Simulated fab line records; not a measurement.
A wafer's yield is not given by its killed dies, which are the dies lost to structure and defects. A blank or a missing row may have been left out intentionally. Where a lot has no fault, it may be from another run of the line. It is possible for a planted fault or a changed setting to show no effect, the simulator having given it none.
fab line records	flow nand_harc
record: lots: 24	wafers: 72	last_day: 33
route steps=1302 shown P_M0@272 P_M1@302 P_M2@349 P_BONDPAD@351
lots untouched by any fault: they come from a run of this same line in which no faults occurred
start_h: hours from the record's first day to the start of the lot's first wafer shown	wait_h: how many hours have passed since the lot's step before this one	" the same as in the row above	L1.1+2: one row covering several wafers at once	- no value present, or no start provided	* or withheld: withheld	< > ~ a bound
route shown NAME@n: names a module that has steps shown in the file, with the first one's number in the route	usual: mean/standard deviation taken from wafers without a fault	same: alike in all rows	chamber/n: place in a boat	sites: readings site by site	_std_site: how widely they spread, as a standard deviation	_edge_site: the outer-site mean with the inner-site mean subtracted	radius_mm: for every site, how far away it sits from the centre of the wafer	mask NAME#n: copy n	behind: tool/chamber where the wafer was last shaped	hold: what put the lot on hold/how long, in hours/how the hold closed	device: names the non-switching transistor (n, p or np)	end of line: the route-end tests of the same wafers	step lacking rows: just its recipe	killed: at the first sort, the dies lost to defects and structure; wafer yield is something else	map: a wafer's dies, marking killed ones x, the rest . and places with no die _
set.NAME: the setting the step ran with; set.NAME@STEP: the setting that earlier step ran with	model.NAME: the simulator's own value behind a step, which no gauge read
route steps across a sampled set of lots; one table per step, one row per wafer
services: a tool's chamber out of use, with start hour (start_h, from the record's first day; less than 0 if before it), hours out, and reason
== steps ==
step: NHARC_P_M0_DEGAS_28
recipe: temp_c: 250	time_s: 60
usual: heater_power_w: 331/18
lot.wafer	tool	chamber	start_h	wait_h	heater_power_w
L074.3	pvd_sputter-01	-	132.03	-	349
L074.5	"	-	"	"	323
L074.6	"	-	"	"	354
L075.2	pvd_sputter-03	-	134.36	-	331
L075.3	"	-	"	"	340
L075.6	"	-	"	"	329
L076.4	pvd_sputter-03	-	142.18	-	336
L076.1	"	-	"	"	327
L076.6	"	-	"	"	337
L077.1	pvd_sputter-03	-	150.99	-	329
L077.3	"	-	"	"	331
L077.6	"	-	"	"	327
L078.4	pvd_sputter-02	-	160.71	-	335
L078.3	"	-	"	"	340
L078.5	"	-	"	"	332
L079.4	pvd_sputter-03	-	180.58	-	305
L079.3	"	-	"	"	325
L079.6	"	-	"	"	308
L080.1	pvd_sputter-02	-	184.50	-	330
L080.2	"	-	"	"	348
L080.3	"	-	"	"	349
L081.3	pvd_sputter-02	-	191.28	-	347
L081.2	"	-	"	"	344
L081.6	"	-	"	"	342
L082.4	pvd_sputter-03	-	207.32	-	319
L082.3	"	-	"	"	322
L082.2	"	-	"	"	309
L083.1	pvd_sputter-01	-	216.20	-	348
L083.3	"	-	"	"	307
L083.2	"	-	"	"	323
L084.2	pvd_sputter-02	-	226.72	-	334
L084.1	"	-	"	"	336
L084.5	"	-	"	"	328
L085.4	pvd_sputter-03	-	233.27	-	313
L085.3	"	-	"	"	351
L085.1	"	-	"	"	330
L086.3	pvd_sputter-03	-	239.07	-	338
L086.2	"	-	"	"	353
L086.5	"	-	"	"	296
L087.4	pvd_sputter-01	-	250.01	-	337
L087.2	"	-	"	"	364
L087.5	"	-	"	"	315
L088.2	pvd_sputter-02	-	267.73	-	347
L088.1	"	-	"	"	349
L088.6	"	-	"	"	347
L089.2	pvd_sputter-01	-	279.87	-	309
L089.5	"	-	"	"	315
L089.6	"	-	"	"	326
L090.2	pvd_sputter-01	-	287.29	-	370
L090.5	"	-	"	"	304
L090.6	"	-	"	"	316
L091.1	pvd_sputter-01	-	291.19	-	335
L091.5	"	-	"	"	338
L091.6	"	-	"	"	366
L092.3	pvd_sputter-03	-	302.44	-	300
L092.4	"	-	"	"	317
L092.2	"	-	"	"	349
L093.4	pvd_sputter-03	-	312.84	-	315
L093.1	"	-	"	"	354
L093.6	"	-	"	"	312
L094.2	pvd_sputter-03	-	320.68	-	325
L094.3	"	-	"	"	317
L094.6	"	-	"	"	297
L095.4	pvd_sputter-02	-	329.97	-	336
L095.1	"	-	"	"	356
L095.2	"	-	"	"	352
L096.2	pvd_sputter-01	-	340.47	-	307
L096.1	"	-	"	"	314
L096.6	"	-	"	"	314
L097.1	pvd_sputter-02	-	354.31	-	338
L097.2	"	-	"	"	333
L097.5	"	-	"	"	346
step: NHARC_P_M0_PVD_21
recipe: target_thk_a: 300	chamber_pressure_pa: 5	power_w: 5000	substrate_temp_c: 30	time_s: 20.49	material: Cu
usual: throttle_valve_pct: 30.3/1.1
lot.wafer	tool	chamber	start_h	wait_h	throttle_valve_pct
L074.3	pvd_sputter-01	-	-	-	30.7
L074.5	"	-	"	"	30.3
L074.6	"	-	"	"	31.1
L075.3	pvd_sputter-03	-	-	-	28.6
L075.2	"	-	"	"	32.2
L075.6	"	-	"	"	32.2
L076.4	pvd_sputter-03	-	-	-	32.4
L076.1	"	-	"	"	29.6
L076.6	"	-	"	"	28.7
L077.1	pvd_sputter-03	-	-	-	29.5
L077.3	"	-	"	"	30.0
L077.6	"	-	"	"	28.6
L078.4	pvd_sputter-02	-	-	-	32.6
L078.3	"	-	"	"	29.8
L078.5	"	-	"	"	32.4
L079.3	pvd_sputter-03	-	-	-	29.2
L079.4	"	-	"	"	30.6
L079.6	"	-	"	"	29.7
L080.1	pvd_sputter-02	-	-	-	31.8
L080.3	"	-	"	"	29.8
L080.2	"	-	"	"	30.1
L081.3	pvd_sputter-02	-	-	-	32.2
L081.2	"	-	"	"	30.2
L081.6	"	-	"	"	32.3
L082.4	pvd_sputter-03	-	-	-	29.4
L082.3	"	-	"	"	29.3
L082.2	"	-	"	"	30.9
L083.1	pvd_sputter-01	-	-	-	30.7
L083.2	"	-	"	"	31.1
L083.3	"	-	"	"	30.0
L084.2	pvd_sputter-02	-	-	-	29.9
L084.1	"	-	"	"	29.7
L084.5	"	-	"	"	29.9
L085.4	pvd_sputter-03	-	-	-	30.6
L085.1	"	-	"	"	29.9
L085.3	"	-	"	"	29.2
L086.2	pvd_sputter-03	-	-	-	29.3
L086.3	"	-	"	"	30.7
L086.5	"	-	"	"	29.4
L087.4	pvd_sputter-01	-	-	-	31.1
L087.2	"	-	"	"	30.3
L087.5	"	-	"	"	28.5
L088.2	pvd_sputter-02	-	-	-	32.1
L088.1	"	-	"	"	31.7
L088.6	"	-	"	"	30.0
L089.2	pvd_sputter-01	-	-	-	29.5
L089.6	"	-	"	"	31.2
L089.5	"	-	"	"	30.2
L090.2	pvd_sputter-01	-	-	-	28.7
L090.5	"	-	"	"	30.3
L090.6	"	-	"	"	28.6
L091.1	pvd_sputter-01	-	-	-	29.8
L091.6	"	-	"	"	30.0
L091.5	"	-	"	"	31.0
L092.4	pvd_sputter-03	-	-	-	29.4
L092.2	"	-	"	"	29.1
L092.3	"	-	"	"	30.8
L093.4	pvd_sputter-03	-	-	-	30.0
L093.1	"	-	"	"	29.2
L093.6	"	-	"	"	29.8
L094.3	pvd_sputter-03	-	-	-	30.6
L094.2	"	-	"	"	29.8
L094.6	"	-	"	"	29.3
L095.4	pvd_sputter-02	-	-	-	31.1
L095.1	"	-	"	"	28.9
L095.2	"	-	"	"	30.8
L096.2	pvd_sputter-01	-	-	-	29.9
L096.1	"	-	"	"	31.0
L096.6	"	-	"	"	28.7
L097.2	pvd_sputter-02	-	-	-	31.8
L097.1	"	-	"	"	30.7
L097.5	"	-	"	"	31.2
step: NHARC_P_M1_STRIP_18
recipe: power_w: 1000	n2_flow_sccm: 150	h2_flow_sccm: 150	ar_flow_sccm: 0	bias_w: 0	chemistry: N2/H2
usual: chamber_pressure_mTorr: 30.001/0.026	drypump_motor_current_A: 5.7/0.4	oes_product_au: 0.999/0.0077	power_w: 1000/3.1	rf_vpp_V: 90.6/0.98	showerhead_plenum_p_Torr: 2.02/0.079	throttle_valve_pct: 14.171/0.0092
lot.wafer	tool	chamber	start_h	wait_h	chamber_pressure_mTorr	drypump_motor_current_A	oes_product_au	power_w	rf_hours_counter_h	rf_vpp_V	showerhead_plenum_p_Torr	throttle_valve_pct
L074.3	rie_diel-07	0	135.45	0.1	30.033	5.5	0.990	998	0	91.4	1.94	14.176
L074.5	"	0	"	"	30.024	5.5	0.984	993	-	90.9	1.94	14.170
L074.6	"	2	"	"	29.978	6.3	0.994	1000	-	90.7	2.05	14.164
L075.2	rie_diel-05	1	137.93	0.1	30.038	5.3	0.998	1002	5	90.7	1.90	14.154
L075.3	"	2	"	"	30.051	5.0	0.996	1003	4	91.0	2.01	14.176
L075.6	"	3	"	"	29.964	5.4	0.996	1000	-	92.0	2.14	14.179
L076.1	rie_diel-05	0	145.69	0.1	30.022	5.9	1.006	993	5	90.0	2.03	14.183
L076.4	"	3	"	"	30.002	5.4	1.005	1000	5	91.8	2.14	14.159
L076.6	"	1	"	"	29.983	5.2	1.002	1005	-	90.9	1.90	14.157
L077.3	rie_diel-10	2	154.40	0.1	30.011	5.2	1.000	995	23	90.5	2.01	14.172
L077.1	"	0	"	"	29.966	5.7	1.006	1002	19	91.3	1.98	14.179
L077.6	"	3	"	"	30.003	5.5	1.000	997	-	90.7	1.95	14.178
L078.4	rie_diel-07	1	164.14	0.1	29.976	6.1	0.987	1001	2	90.4	2.17	14.169
L078.3	"	2	"	"	30.020	6.3	1.000	996	2	90.8	2.05	14.155
L078.5	"	0	"	"	29.978	5.6	0.999	997	-	89.0	1.94	14.181
L079.4	rie_diel-07	1	184.08	0.1	30.028	6.1	0.990	1000	3	92.3	2.17	14.167
L079.3	"	0	"	"	30.058	5.5	1.000	998	3	90.2	1.94	14.158
L079.6	"	2	"	"	29.955	6.4	0.996	1004	-	91.9	2.05	14.169
L080.3	rie_diel-07	1	188.01	0.1	30.009	6.1	1.005	1001	4	91.8	2.17	14.172
L080.1	"	2	"	"	29.994	6.3	1.001	1001	4	88.5	2.05	14.166
L080.2	"	0	"	"	30.025	5.6	0.996	1001	4	89.2	1.94	14.164
L081.3	rie_diel-07	2	194.76	0.1	29.987	6.3	0.999	1001	5	89.2	2.05	14.197
L081.2	"	3	"	"	30.059	6.1	1.010	1004	5	89.2	1.96	14.164
L081.6	"	0	"	"	29.957	5.6	0.999	994	-	89.7	1.94	14.177
L082.2	rie_diel-05	0	210.84	0.1	30.065	5.9	1.016	996	10	89.7	2.03	14.168
L082.3	"	1	"	"	30.009	5.2	1.005	999	10	88.2	1.90	14.162
L082.4	"	3	"	"	29.989	5.5	1.004	999	10	91.6	2.14	14.160
L083.1	rie_diel-05	0	219.98	0.1	29.979	5.9	1.010	998	11	90.3	2.03	14.177
L083.3	"	2	"	"	29.985	5.0	1.000	1000	11	91.4	2.01	14.169
L083.2	"	3	"	"	30.060	5.5	0.991	1001	10	92.0	2.14	14.173
L084.2	rie_diel-07	2	230.11	0.1	30.029	6.3	0.987	1002	7	92.2	2.05	14.179
L084.1	"	0	"	"	29.999	5.6	0.996	1004	6	89.5	1.94	14.176
L084.5	"	3	"	"	30.012	6.1	1.006	999	-	88.8	1.96	14.167
L085.3	rie_diel-10	3	236.93	0.1	30.018	5.5	1.012	1001	53	89.6	1.94	14.166
L085.4	"	0	"	"	29.981	5.7	1.002	998	52	90.7	1.97	14.169
L085.1	"	1	"	"	29.972	5.7	0.994	1004	50	90.6	2.06	14.159
L086.3	rie_diel-07	3	242.68	0.1	30.008	6.1	0.995	1001	9	89.5	1.96	14.172
L086.2	"	0	"	"	29.973	5.6	1.003	1003	8	89.4	1.94	14.153
L086.5	"	2	"	"	29.990	6.3	0.988	1009	-	90.1	2.05	14.173
L087.4	rie_diel-05	2	253.85	0.1	29.973	5.0	1.003	1002	1	89.9	2.01	14.167
L087.2	"	0	"	"	30.029	5.9	0.994	997	0	90.5	2.02	14.186
L087.5	"	2	"	"	30.033	5.0	0.994	1000	-	89.8	2.01	14.178
L088.2	rie_diel-05	0	271.44	0.1	30.021	5.9	1.007	994	2	90.2	2.02	14.165
L088.1	"	2	"	"	30.015	5.0	0.990	1003	2	90.3	2.01	14.159
L088.6	"	0	"	"	29.999	5.9	1.004	996	-	92.0	2.02	14.162
L089.2	rie_diel-07	1	283.35	0.1	30.052	6.1	0.985	995	11	92.0	2.17	14.150
L089.6	"	1	"	"	30.031	6.1	0.992	1002	-	90.1	2.16	14.183
L089.5	"	2	"	"	30.009	6.3	0.995	1002	-	90.6	2.05	14.182
L090.2	rie_diel-05	2	290.90	0.1	29.965	5.0	0.981	1001	3	90.9	2.01	14.163
L090.6	"	3	"	"	30.032	5.4	1.001	1001	-	92.2	2.14	14.165
L090.5	"	2	"	"	29.996	5.0	0.986	1004	-	89.9	2.01	14.158
L091.1	rie_diel-05	0	294.71	0.2	30.016	5.9	1.002	997	4	91.7	2.02	14.180
L091.6	"	2	"	"	29.972	5.0	1.000	998	-	90.9	2.01	14.161
L091.5	"	0	"	"	29.979	5.9	0.997	997	-	90.5	2.02	14.160
L092.3	rie_diel-05	2	306.32	0.1	30.017	5.0	0.988	1003	4	90.2	2.01	14.180
L092.2	"	0	"	"	29.998	5.9	1.011	998	5	92.0	2.02	14.163
L092.4	"	0	"	"	29.985	5.9	1.017	1001	-	90.9	2.02	14.172
L093.1	rie_diel-10	3	316.34	0.1	30.036	5.5	1.013	1001	18	88.0	1.93	14.173
L093.4	"	1	"	"	29.958	5.7	0.996	999	19	90.5	2.06	14.170
L093.6	"	3	"	"	30.031	5.6	1.009	1002	-	89.5	1.93	14.169
L094.2	rie_diel-07	1	324.55	0.1	30.025	6.1	0.995	1002	3	91.1	2.16	14.168
L094.3	"	2	"	"	30.002	6.3	1.008	999	3	92.2	2.04	14.192
L094.6	"	0	"	"	29.965	5.6	1.001	996	-	88.6	1.93	14.179
L095.1	rie_diel-10	0	333.54	0.1	30.033	5.7	0.992	996	27	90.7	1.96	14.176
L095.2	"	1	"	"	29.972	5.7	0.991	1005	23	90.1	2.05	14.180
L095.4	"	2	"	"	30.034	5.2	0.993	1001	22	90.1	2.00	14.179
L096.1	rie_diel-10	1	344.01	0.1	30.001	5.7	1.009	999	24	91.4	2.05	14.149
L096.2	"	3	"	"	29.947	5.5	1.013	993	28	90.6	1.93	14.166
L096.6	"	1	"	"	30.028	5.6	0.998	1000	-	88.4	2.05	14.162
L097.2	rie_diel-05	3	357.91	0.1	30.001	5.4	0.990	1001	9	90.8	2.14	14.187
L097.1	"	0	"	"	30.001	5.9	0.999	996	9	90.5	2.02	14.173
L097.5	"	2	"	"	29.960	5.0	0.989	1000	-	92.0	2.01	14.164
step: NHARC_P_M1_THK_MEAS_24
recipe: thk_meas_gauge: xrf
usual: thk_nm: 158.0/1.6
lot.wafer	tool	chamber	start_h	wait_h	thk_nm
L074.3	film_metro-01	-	137.56	-	159.0
L074.5	"	-	"	"	159.3
L074.6	"	-	"	"	159.1
L075.2	film_metro-01	-	139.91	-	158.4
L075.3	"	-	"	"	159.7
L075.6	"	-	"	"	161.3
L076.1	film_metro-02	-	147.85	-	157.9
L076.4	"	-	"	"	156.9
L076.6	"	-	"	"	158.1
L077.1	film_metro-02	-	156.43	-	158.3
L077.3	"	-	"	"	157.0
L077.6	"	-	"	"	156.3
L078.3	film_metro-02	-	166.14	-	160.7
L078.4	"	-	"	"	158.1
L078.5	"	-	"	"	158.6
L079.3	film_metro-01	-	186.13	-	157.9
L079.4	"	-	"	"	158.5
L079.6	"	-	"	"	159.2
L080.1	film_metro-01	-	190.06	-	158.3
L080.2	"	-	"	"	158.3
L080.3	"	-	"	"	157.7
L081.2	film_metro-02	-	196.75	-	158.0
L081.3	"	-	"	"	158.5
L081.6	"	-	"	"	158.9
L082.2	film_metro-02	-	212.88	-	161.2
L082.3	"	-	"	"	158.3
L082.4	"	-	"	"	158.6
L083.1	film_metro-01	-	222.02	-	156.3
L083.2	"	-	"	"	158.7
L083.3	"	-	"	"	157.1
L084.1	film_metro-01	-	232.15	-	158.3
L084.2	"	-	"	"	157.2
L084.5	"	-	"	"	156.2
L085.1	film_metro-01	-	239.03	-	158.3
L085.3	"	-	"	"	159.7
L085.4	"	-	"	"	158.7
L086.2	film_metro-02	-	244.66	-	156.8
L086.3	"	-	"	"	157.9
L086.5	"	-	"	"	156.8
L087.2	film_metro-02	-	255.89	-	156.9
L087.4	"	-	"	"	154.0
L087.5	"	-	"	"	156.8
L088.1	film_metro-02	-	273.45	-	158.1
L088.2	"	-	"	"	159.0
L088.6	"	-	"	"	156.8
L089.2	film_metro-01	-	285.38	-	156.7
L089.5	"	-	"	"	159.1
L089.6	"	-	"	"	157.1
L090.2	film_metro-02	-	292.96	-	157.3
L090.5	"	-	"	"	156.7
L090.6	"	-	"	"	160.8
L091.1	film_metro-01	-	297.11	-	153.4
L091.5	"	-	"	"	159.1
L091.6	"	-	"	"	155.1
L092.2	film_metro-01	-	308.43	-	157.0
L092.3	"	-	"	"	157.4
L092.4	"	-	"	"	157.1
L093.1	film_metro-01	-	318.36	-	156.8
L093.4	"	-	"	"	156.5
L093.6	"	-	"	"	156.8
L094.2	film_metro-02	-	326.61	-	159.1
L094.3	"	-	"	"	157.3
L094.6	"	-	"	"	158.5
L095.1	film_metro-02	-	335.56	-	156.7
L095.2	"	-	"	"	157.2
L095.4	"	-	"	"	156.5
L096.1	film_metro-01	-	346.02	-	159.5
L096.2	"	-	"	"	157.5
L096.6	"	-	"	"	158.9
L097.1	film_metro-02	-	359.98	-	159.1
L097.2	"	-	"	"	156.3
L097.5	"	-	"	"	156.3
step: NHARC_P_M2_PRE_CLEAN_32
recipe: time_s: 12	temp_c: 370	rf_power_w: 300	gas: NH3
usual: heater_power_w: 594/90
lot.wafer	tool	chamber	start_h	wait_h	heater_power_w
L074.3	pecvd-04	2	141.92	0.1	596
L074.6	"	1	"	"	510
L074.5	"	2	"	"	584
L075.2	pecvd-01	1	144.39	0.1	679
L075.3	"	2	"	"	709
L075.6	"	1	"	"	665
L076.1	pecvd-02	1	152.30	0.1	574
L076.6	"	2	"	"	701
L076.4	"	0	"	"	470
L077.3	pecvd-04	0	160.72	0.1	572
L077.1	"	2	"	"	563
L077.6	"	0	"	"	564
L078.3	pecvd-02	2	170.41	0.1	808
L078.4	"	1	"	"	692
L078.5	"	2	"	"	801
L079.3	pecvd-02	2	190.85	0.1	767
L079.6	"	0	"	"	434
L079.4	"	1	"	"	571
L080.3	pecvd-02	2	194.28	0.1	676
L080.1	"	0	"	"	439
L080.2	"	1	"	"	669
L081.2	pecvd-04	1	201.20	0.1	525
L081.3	"	0	"	"	504
L081.6	"	2	"	"	567
L082.2	pecvd-04	1	217.57	0.1	523
L082.3	"	2	"	"	648
L082.4	"	2	"	"	655
L083.2	pecvd-02	2	226.29	0.1	693
L083.1	"	0	"	"	408
L083.3	"	1	"	"	648
L084.1	pecvd-04	0	236.65	0.1	559
L084.2	"	2	"	"	668
L084.5	"	2	"	"	676
L085.3	pecvd-04	0	243.47	0.1	519
L085.1	"	2	"	"	668
L085.4	"	0	"	"	519
L086.2	pecvd-04	0	249.30	0.1	530
L086.3	"	2	"	"	629
L086.5	"	1	"	"	573
L087.2	pecvd-04	0	260.13	0.1	560
L087.4	"	1	"	"	564
L087.5	"	2	"	"	619
L088.1	pecvd-02	1	278.31	0.3	559
L088.2	"	2	"	"	763
L088.6	"	0	"	"	459
L089.2	pecvd-04	0	289.80	0.1	583
L089.5	"	0	"	"	579
L089.6	"	1	"	"	595
L090.2	pecvd-02	1	297.20	0.1	649
L090.6	"	1	"	"	651
L090.5	"	2	"	"	806
L091.1	pecvd-04	2	301.60	0.1	635
L091.5	"	2	"	"	646
L091.6	"	0	"	"	584
L092.3	pecvd-04	1	312.68	0.1	595
L092.2	"	2	"	"	670
L092.4	"	2	"	"	666
L093.1	pecvd-02	0	323.34	0.5	441
L093.4	"	1	"	"	656
L093.6	"	2	"	"	749
L094.3	pecvd-04	1	331.00	0.1	527
L094.2	"	2	"	"	551
L094.6	"	0	"	"	570
L095.2	pecvd-02	0	339.91	0.1	481
L095.1	"	2	"	"	764
L095.4	"	0	"	"	480
L096.1	pecvd-04	0	350.41	0.1	605
L096.2	"	1	"	"	538
L096.6	"	2	"	"	635
L097.2	pecvd-02	1	364.23	0.1	562
L097.1	"	2	"	"	706
L097.5	"	2	"	"	715
step: NHARC_P_BONDPAD_DEP_00
recipe: target_thk_a: 2500	temp_c: 370	target_thk_nm: 250	pressure_torr: 3	flow_sccm: 200	rf_w: 450	material: SiCN
usual: heater_power_w: 555/86
lot.wafer	tool	chamber	start_h	wait_h	heater_power_w
L074.3	pecvd-04	0	-	-	559
L074.6	"	0	"	"	454
L074.5	"	2	"	"	607
L075.3	pecvd-02	0	144.88	-	424
L075.2	"	2	"	"	657
L075.6	"	0	"	"	432
L076.1	pecvd-04	1	152.76	-	516
L076.4	"	1	"	"	530
L076.6	"	2	"	"	585
L077.3	pecvd-02	2	161.26	-	656
L077.1	"	0	"	"	438
L077.6	"	0	"	"	345
L078.3	pecvd-04	0	170.88	-	480
L078.4	"	1	"	"	549
L078.5	"	2	"	"	615
L079.3	pecvd-04	2	191.35	-	572
L079.6	"	2	"	"	584
L079.4	"	0	"	"	545
L080.1	pecvd-02	2	-	-	743
L080.2	"	0	"	"	376
L080.3	"	1	"	"	542
L081.3	pecvd-01	2	201.69	-	645
L081.2	"	1	"	"	514
L081.6	"	0	"	"	551
L082.2	pecvd-01	0	218.05	-	647
L082.3	"	1	"	"	539
L082.4	"	0	"	"	523
L083.3	pecvd-02	0	-	-	363
L083.1	"	1	"	"	623
L083.2	"	2	"	"	629
L084.1	pecvd-04	2	-	-	582
L084.2	"	0	"	"	540
L084.5	"	1	"	"	540
L085.1	pecvd-04	0	-	-	558
L085.3	"	1	"	"	439
L085.4	"	1	"	"	452
L086.2	pecvd-02	1	249.83	-	552
L086.3	"	2	"	"	720
L086.5	"	1	"	"	578
L087.2	pecvd-04	1	-	-	545
L087.4	"	1	"	"	551
L087.5	"	2	"	"	524
L088.1	pecvd-02	1	-	-	592
L088.2	"	2	"	"	723
L088.6	"	1	"	"	582
L089.2	pecvd-02	2	290.38	-	584
L089.5	"	0	"	"	344
L089.6	"	1	"	"	499
L090.2	pecvd-01	2	297.77	-	643
L090.6	"	1	"	"	633
L090.5	"	2	"	"	647
L091.1	pecvd-02	1	302.13	-	589
L091.5	"	0	"	"	441
L091.6	"	1	"	"	590
L092.2	pecvd-02	0	313.18	-	411
L092.3	"	1	"	"	543
L092.4	"	2	"	"	692
L093.1	pecvd-02	0	-	-	403
L093.4	"	2	"	"	701
L093.6	"	0	"	"	408
L094.2	pecvd-01	2	331.54	-	578
L094.3	"	0	"	"	543
L094.6	"	1	"	"	583
L095.1	pecvd-04	0	340.41	-	541
L095.2	"	2	"	"	510
L095.4	"	2	"	"	538
L096.2	pecvd-04	2	-	-	570
L096.1	"	0	"	"	524
L096.6	"	2	"	"	595
L097.1	pecvd-01	0	364.72	-	574
L097.2	"	2	"	"	617
L097.5	"	0	"	"	591
== services ==
tool	chamber	start_h	hours	kind
pecvd-02	-	113.86	0.3	repair
rie_diel-07	-	117.60	9.0	pm
rie_diel-07	-	127.19	1.3	repair
rie_diel-07	1	130.04	6.4	repair
rie_diel-07	0	152.47	3.9	repair
pvd_sputter-03	-	170.00	10.0	pm
pvd_sputter-01	-	171.40	5.8	repair
rie_diel-05	1	191.70	11.5	repair
pvd_sputter-02	-	198.26	3.9	repair
rie_diel-07	3	225.57	2.3	repair
pvd_sputter-01	-	226.01	10.0	pm
pecvd-02	-	227.14	13.0	pm
rie_diel-05	-	229.60	9.0	pm
pvd_sputter-01	-	240.16	9.6	repair
rie_diel-07	1	248.96	11.9	repair
pecvd-02	1	254.12	22.1	repair
pecvd-04	-	269.03	13.0	pm
pvd_sputter-03	-	275.81	11.8	repair
rie_diel-05	1	279.08	90.3	repair
pvd_sputter-02	-	282.00	10.0	pm
rie_diel-07	-	285.05	0.3	repair
rie_diel-07	-	294.90	9.0	pm
pecvd-02	-	316.58	1.1	repair
pvd_sputter-03	-	348.00	10.0	pm
== key ==
fault none
